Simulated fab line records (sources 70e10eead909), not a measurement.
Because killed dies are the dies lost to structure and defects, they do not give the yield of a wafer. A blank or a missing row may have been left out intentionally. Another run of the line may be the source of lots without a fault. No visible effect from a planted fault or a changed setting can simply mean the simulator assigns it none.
Chamber matching    flow nand harc    4 sister chambers for NHARC_P_ZERO_WELL_ETCH_65 on rie diel-01
The step etches the open film in N2/H2, target depth 80 nm, overetch 24 nm, time 87.88 s. 16 wafers are shown with their chamber, then 8 later ones without.

## WAFERS, EACH WITH ITS CHAMBER
wafer   chamber  drypump motor current A (A)  showerhead plenum p Torr (Torr)  oes product au (a.u.)
L075.1  1        5.81                         2.15                             1.000
L075.4  0        5.62                         2.09                             1.005
L075.6  3        5.13                         2.16                             0.996
L084.3  0        5.62                         2.09                             1.012
L084.4  3        5.11                         2.15                             0.995
L084.6  2        5.83                         2.15                             0.987
L087.1  1        5.83                         2.15                             1.003
L087.3  0        5.63                         2.09                             1.009
L087.5  2        5.86                         2.15                             0.986
L087.2  3        5.14                         2.15                             1.000
L087.4  2        5.87                         2.15                             0.979
L087.6  1        5.83                         2.15                             0.993
L091.2  2        5.88                         2.15                             0.982
L091.3  3        5.15                         2.15                             0.998
L091.6  0        5.62                         2.09                             1.015
L091.1  1        5.82                         2.15                             0.994

SIGNATURES, as means of the wafers listed above
reading                   chamber 0  chamber 1  chamber 2  chamber 3  scatter within a chamber
drypump motor current A   5.6225     5.8225     5.8600     5.1325     0.0148
showerhead plenum p Torr  2.0900     2.1500     2.1500     2.1525     0.0025
oes product au            1.01025    0.99750    0.98350    0.99725    0.00387
Rule: a wafer lies at a distance from a chamber equal to the root of the sum of squares, over the readings, of (its reading less the chamber's mean, divided by the reading's scatter). If the next closest chamber is less than 2 further off than the closest, the wafer can't be placed; otherwise it belongs to the closest. How the scatter is found: for the shown wafers, subtract from each reading the mean of its chamber, square and add these, divide the total by (wafers less chambers), then take the root.

## WAFERS WITHOUT THEIR CHAMBER
wafer   drypump motor current A (A)  showerhead plenum p Torr (Torr)  oes product au (a.u.)
L091.4  5.63                         2.09                             1.009
L091.5  5.14                         2.15                             0.999
L092.2  5.14                         2.15                             0.987
L092.3  5.81                         2.15                             0.987
L092.6  5.64                         2.09                             1.008
L093.2  5.84                         2.15                             0.997
L093.5  5.84                         2.15                             0.988
L093.6  5.13                         2.15                             0.992

## CHAMBER TAKEN BY EACH
wafer    from the rows above       in truth
L091.4   0                         0
L091.5   3                         3
L092.2   3                         3
L092.3   can't be placed: 1 or 2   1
L092.6   0                         0
L093.2   1                         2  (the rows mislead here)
L093.5   can't be placed: 2 or 1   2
L093.6   3                         3
Placed correctly: 5 of 8. From these rows, 2 cannot be placed; in 2 the true chamber is one of the candidates. Number placed wrongly: 1.
